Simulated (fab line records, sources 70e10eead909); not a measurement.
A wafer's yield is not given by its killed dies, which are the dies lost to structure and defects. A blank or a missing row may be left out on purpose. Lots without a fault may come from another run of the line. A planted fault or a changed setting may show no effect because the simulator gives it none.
Chamber matching || flow nand_harc || 4 sister chambers for NHARC_A_CONTACT_ETCH_106 on rie_diel-09
The step etches the open film in CF4/O2, target depth 90 nm, overetch 9 nm, time 49.5 s. 16 wafers are shown with their chamber, then 8 later ones without.

## WAFERS WITH THEIR CHAMBER
{"wafer": "L110.2", "chamber": 3, "drypump_motor_current_A (A)": 5.7, "showerhead_plenum_p_Torr (Torr)": 1.24, "oes_product_au (a.u.)": 1.000}
{"wafer": "L110.3", "chamber": 0, "drypump_motor_current_A (A)": 6.3, "showerhead_plenum_p_Torr (Torr)": 1.27, "oes_product_au (a.u.)": 0.996}
{"wafer": "L110.4", "chamber": 1, "drypump_motor_current_A (A)": 5.6, "showerhead_plenum_p_Torr (Torr)": 1.40, "oes_product_au (a.u.)": 1.006}
{"wafer": "L122.3", "chamber": 2, "drypump_motor_current_A (A)": 6.3, "showerhead_plenum_p_Torr (Torr)": 1.35, "oes_product_au (a.u.)": 1.004}
{"wafer": "L122.4", "chamber": 0, "drypump_motor_current_A (A)": 6.4, "showerhead_plenum_p_Torr (Torr)": 1.26, "oes_product_au (a.u.)": 0.993}
{"wafer": "L122.6", "chamber": 0, "drypump_motor_current_A (A)": 6.4, "showerhead_plenum_p_Torr (Torr)": 1.26, "oes_product_au (a.u.)": 0.987}
{"wafer": "L124.1", "chamber": 3, "drypump_motor_current_A (A)": 5.7, "showerhead_plenum_p_Torr (Torr)": 1.23, "oes_product_au (a.u.)": 1.002}
{"wafer": "L124.4", "chamber": 1, "drypump_motor_current_A (A)": 5.6, "showerhead_plenum_p_Torr (Torr)": 1.40, "oes_product_au (a.u.)": 0.998}
{"wafer": "L124.6", "chamber": 1, "drypump_motor_current_A (A)": 5.6, "showerhead_plenum_p_Torr (Torr)": 1.40, "oes_product_au (a.u.)": 1.007}
{"wafer": "L125.2", "chamber": 3, "drypump_motor_current_A (A)": 5.7, "showerhead_plenum_p_Torr (Torr)": 1.23, "oes_product_au (a.u.)": 1.008}
{"wafer": "L125.3", "chamber": 1, "drypump_motor_current_A (A)": 5.6, "showerhead_plenum_p_Torr (Torr)": 1.40, "oes_product_au (a.u.)": 1.009}
{"wafer": "L125.5", "chamber": 2, "drypump_motor_current_A (A)": 6.3, "showerhead_plenum_p_Torr (Torr)": 1.35, "oes_product_au (a.u.)": 1.009}
{"wafer": "L126.3", "chamber": 1, "drypump_motor_current_A (A)": 5.6, "showerhead_plenum_p_Torr (Torr)": 1.40, "oes_product_au (a.u.)": 0.991}
{"wafer": "L126.4", "chamber": 3, "drypump_motor_current_A (A)": 5.7, "showerhead_plenum_p_Torr (Torr)": 1.45, "oes_product_au (a.u.)": 0.998}
{"wafer": "L126.5", "chamber": 1, "drypump_motor_current_A (A)": 5.6, "showerhead_plenum_p_Torr (Torr)": 1.40, "oes_product_au (a.u.)": 0.992}
{"wafer": "L127.1", "chamber": 0, "drypump_motor_current_A (A)": 6.4, "showerhead_plenum_p_Torr (Torr)": 1.26, "oes_product_au (a.u.)": 0.994}

SIGNATURES, as means of the wafers listed above
{"reading": "drypump_motor_current_A", "chamber 0": 6.375, "chamber 1": 5.600, "chamber 2": 6.300, "chamber 3": 5.700, "scatter within a chamber": 0.025}
{"reading": "showerhead_plenum_p_Torr", "chamber 0": 1.2625, "chamber 1": 1.4000, "chamber 2": 1.3500, "chamber 3": 1.2875, "scatter within a chamber": 0.0543}
{"reading": "oes_product_au", "chamber 0": 0.99250, "chamber 1": 1.00050, "chamber 2": 1.00650, "chamber 3": 1.00200, "scatter within a chamber": 0.00597}
Rule: for a wafer and a chamber, the distance is found by dividing, reading by reading, the gap between the wafer's reading and the chamber's mean by the reading's scatter, squaring, summing and taking the root. If the next closest chamber is less than 2 further off than the closest, the wafer can't be placed; otherwise it belongs to the closest. The scatter: the root of (the sum of the squares of (reading less its chamber's mean) over the shown wafers, divided by (wafers less chambers)).

## WAFERS MISSING THEIR CHAMBER
{"wafer": "L127.2", "drypump_motor_current_A (A)": 5.7, "showerhead_plenum_p_Torr (Torr)": 1.45, "oes_product_au (a.u.)": 0.994}
{"wafer": "L127.3", "drypump_motor_current_A (A)": 5.6, "showerhead_plenum_p_Torr (Torr)": 1.40, "oes_product_au (a.u.)": 1.003}
{"wafer": "L129.3", "drypump_motor_current_A (A)": 6.4, "showerhead_plenum_p_Torr (Torr)": 1.26, "oes_product_au (a.u.)": 1.000}
{"wafer": "L129.5", "drypump_motor_current_A (A)": 6.4, "showerhead_plenum_p_Torr (Torr)": 1.26, "oes_product_au (a.u.)": 0.993}
{"wafer": "L129.6", "drypump_motor_current_A (A)": 5.6, "showerhead_plenum_p_Torr (Torr)": 1.40, "oes_product_au (a.u.)": 0.994}
{"wafer": "L130.2", "drypump_motor_current_A (A)": 6.3, "showerhead_plenum_p_Torr (Torr)": 1.35, "oes_product_au (a.u.)": 0.992}
{"wafer": "L130.3", "drypump_motor_current_A (A)": 6.4, "showerhead_plenum_p_Torr (Torr)": 1.26, "oes_product_au (a.u.)": 0.987}
{"wafer": "L130.6", "drypump_motor_current_A (A)": 5.6, "showerhead_plenum_p_Torr (Torr)": 1.39, "oes_product_au (a.u.)": 0.995}

## WHICH CHAMBER EACH WENT THROUGH
{"wafer": "L127.2", "from the rows above": "can't be placed: 3 or 1", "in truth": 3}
{"wafer": "L127.3", "from the rows above": 1, "in truth": 1}
{"wafer": "L129.3", "from the rows above": 0, "in truth": 0}
{"wafer": "L129.5", "from the rows above": 0, "in truth": 0}
{"wafer": "L129.6", "from the rows above": 1, "in truth": 1}
{"wafer": "L130.2", "from the rows above": "can't be placed: 2 or 0", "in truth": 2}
{"wafer": "L130.3", "from the rows above": 0, "in truth": 0}
{"wafer": "L130.6", "from the rows above": 1, "in truth": 1}
Correctly placed: 6 of 8. These rows do not allow placing 2 (true chamber among the candidates in 2). Wrongly placed: 0.
